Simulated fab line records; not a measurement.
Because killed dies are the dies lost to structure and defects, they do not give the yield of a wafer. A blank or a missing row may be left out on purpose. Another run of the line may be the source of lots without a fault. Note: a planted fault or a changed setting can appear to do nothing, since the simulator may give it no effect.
Matching of chambers :: flow n5Finfet :: N5_BEOL_M2_VIA_ETCH_34 on rieDiel-05: 4 sister chambers
The step etches the open film in C4F6/O2, target depth 69.4 nm, time 65.9 s. 4 wafers are shown with their chamber, then 10 later ones without.

== WAFERS PAIRED WITH THEIR CHAMBERS ==
wafer: L084.4
chamber: 3
rfVppV (V): 657

wafer: L084.6
chamber: 2
rfVppV (V): 678

wafer: L086.2
chamber: 1
rfVppV (V): 680

wafer: L086.3
chamber: 0
rfVppV (V): 676

== WAFERS WITHOUT THEIR CHAMBER ==
wafer: L086.5
rfVppV (V): 656

wafer: L087.3
rfVppV (V): 676

wafer: L087.4
rfVppV (V): 657

wafer: L087.5
rfVppV (V): 656

wafer: L092.1
rfVppV (V): 681

wafer: L092.3
rfVppV (V): 673

wafer: L092.4
rfVppV (V): 655

wafer: L094.1
rfVppV (V): 657

wafer: L094.2
rfVppV (V): 678

wafer: L094.3
rfVppV (V): 680

== THE CHAMBER EACH PASSED THROUGH ==
wafer: L086.5
from the rows above: 3
in truth: 3

wafer: L087.3
from the rows above: can't be placed: 0 or 2
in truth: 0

wafer: L087.4
from the rows above: 3
in truth: 3

wafer: L087.5
from the rows above: 3
in truth: 3

wafer: L092.1
from the rows above: can't be placed: 1 or 2
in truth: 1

wafer: L092.3
from the rows above: can't be placed: 0 or 2
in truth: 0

wafer: L092.4
from the rows above: 3
in truth: 3

wafer: L094.1
from the rows above: 3
in truth: 3

wafer: L094.2
from the rows above: can't be placed: 2 or 0 or 1
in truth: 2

wafer: L094.3
from the rows above: can't be placed: 1 or 2
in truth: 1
Placed correctly: 5 of 10. These rows do not allow placing 5 (true chamber among the candidates in 5). Placed wrongly: 0.
How it was worked out, from the rows above alone: a wafer's distance from a chamber is the root of the sum, over the readings, of the square of ((its reading less the chamber's mean) divided by the reading's scatter). The wafer belongs to the nearest chamber; if the next one is less than 2 further off, it can't be placed. For every chamber, the mean is computed from those of its wafers that are shown. The scatter: root of mean squared gap, hidden wafer to nearest shown wafer, with one shown wafer a chamber.
